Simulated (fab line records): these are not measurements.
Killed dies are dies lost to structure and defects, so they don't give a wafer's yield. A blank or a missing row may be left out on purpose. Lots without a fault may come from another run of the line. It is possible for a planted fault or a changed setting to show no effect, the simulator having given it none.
Split-lot trial -- flow n5Finfet -- route with 1938 steps; 7 lots, 39 wafers read

## THE SPLIT ITSELF
At N5_ZERO_LAYER_DEVELOP_10 (develop time 60 s), the setting developTimeS was moved away from the recipe's 60 s on 12 of the 39 wafers read, by -52.7% to +41.8%. All remaining wafers had this setting at the recipe value.

## THE PATH FROM SPLIT TO READING: the file shows 1 step between them
- N5_ZERO_LAYER_HARDBAKE_23: time 120 s

## THE READING
Shown in nm: cdNm at N5_ZERO_LAYER_CD_MEAS_11, with target cd 2000 nm. On this fab line, fault-free wafers typically give 1999.3 nm with a standard deviation of 1.9 nm.

wafer,"tool, chamber at the split","developTimeS as run, s",against the recipe,"cdNm, nm",against lot-mates on the recipe
L078.1,"lithoTrack-03, 0",82.92,+38.2%,2005.0,+4.6
L078.2,"lithoTrack-03, 0",82.92,+38.2%,2008.5,+8.1
L078.3,"lithoTrack-03, 0",60,recipe,2000.3,-
L078.4,"lithoTrack-03, 0",82.92,+38.2%,2007.0,+6.6
L078.5,"lithoTrack-03, 0",60,recipe,1999.5,-
L078.6,"lithoTrack-03, 0",60,recipe,2001.3,-
L081.1,"lithoTrack-01, 0",60,recipe,1995.3,-
L081.2,"lithoTrack-01, 0",37.66,-37.2%,1988.2,-10.0
L081.3,"lithoTrack-01, 0",60,recipe,2000.8,-
L081.4,"lithoTrack-01, 0",37.66,-37.2%,1989.2,-9.0
L081.5,"lithoTrack-01, 0",37.66,-37.2%,1988.3,-9.9
L081.6,"lithoTrack-01, 0",60,recipe,1998.6,-
L088.3,"lithoTrack-01, 0",60,recipe,1997.2,-
L088.5,"lithoTrack-01, 0",60,recipe,2000.2,-
L088.6,"lithoTrack-01, 0",60,recipe,1998.8,-
L089.1,"lithoTrack-03, 0",60,recipe,2001.2,-
L089.2,"lithoTrack-03, 0",85.08,+41.8%,2007.3,+6.3
L089.3,"lithoTrack-03, 0",85.08,+41.8%,2006.0,+5.0
L089.4,"lithoTrack-03, 0",85.08,+41.8%,2003.3,+2.3
L089.5,"lithoTrack-03, 0",60,recipe,2001.3,-
L089.6,"lithoTrack-03, 0",60,recipe,2000.4,-
L090.1,"lithoTrack-05, 0",60,recipe,1999.9,-
L090.2,"lithoTrack-05, 0",60,recipe,1998.7,-
L090.3,"lithoTrack-05, 0",28.39,-52.7%,1984.5,-16.2
L090.4,"lithoTrack-05, 0",28.39,-52.7%,1983.6,-17.1
L090.5,"lithoTrack-05, 0",28.39,-52.7%,1982.2,-18.5
L090.6,"lithoTrack-05, 0",60,recipe,2003.6,-
L096.1,"lithoTrack-05, 0",60,recipe,2003.4,-
L096.2,"lithoTrack-05, 0",60,recipe,1999.5,-
L096.3,"lithoTrack-05, 0",60,recipe,1999.3,-
L096.4,"lithoTrack-05, 0",60,recipe,2001.9,-
L096.5,"lithoTrack-05, 0",60,recipe,2000.8,-
L096.6,"lithoTrack-05, 0",60,recipe,1998.9,-
L097.1,"lithoTrack-05, 0",60,recipe,2003.5,-
L097.2,"lithoTrack-05, 0",60,recipe,1999.5,-
L097.3,"lithoTrack-05, 0",60,recipe,2001.7,-
L097.4,"lithoTrack-05, 0",60,recipe,1998.4,-
L097.5,"lithoTrack-05, 0",60,recipe,1997.4,-
L097.6,"lithoTrack-05, 0",60,recipe,1999.0,-

FIT RESULTS
A straight line over all 39 wafers: cdNm changes by +0.242 nm for each +1% of developTimeS; r = +0.93; the points scatter about the line by 2.4 nm.
The same after taking each lot's own level away (the mean of its wafers on the recipe; 39 wafers): +0.231 nm for each +1%; r = +0.92; scatter 2.5 nm.
According to that fit, moving developTimeS by its largest amount changes the reading by 12 nm.
From 1998.23 to 2000.97 nm: that is the span of the lots' own levels, equal to 1.4 times the standard deviation above.
Consequently the slope shifts little with the lot-to-lot level, the two slopes agreeing.
Check: -12.7 nm against its lot-mates is what the line predicts for one of the wafers moved furthest among these (-52.7%) when that wafer is left out of the fit. Against them it came out at -16.2 nm.

## THE WHOLE CHAIN: every reading that the file lists as answering this split, in the file's order
step,what it does,reading,change (the file's fit),r (the file's)
N5_ZERO_LAYER_CD_MEAS_11,target cd 2000 nm,cdNm,+0.231 nm for each +1% of the setting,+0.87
N5_ZERO_LAYER_DESCUM_16,"chemistry O2, time 7.9 s","ZERO_LAYER.cdNm (the simulator's own value, which no gauge read)",+0.236 nm for each +1% of the setting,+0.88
N5_ZERO_LAYER_ETCH_17,"etches SiO2 in CF4, target depth 12 nm, time 13.3 s","ZERO_LAYER.cdNm (the simulator's own value, which no gauge read)",+0.234 nm for each +1% of the setting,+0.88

## FILE'S OWN FIT
cdNm changes by +0.231 nm for each +1% of developTimeS, r = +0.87.
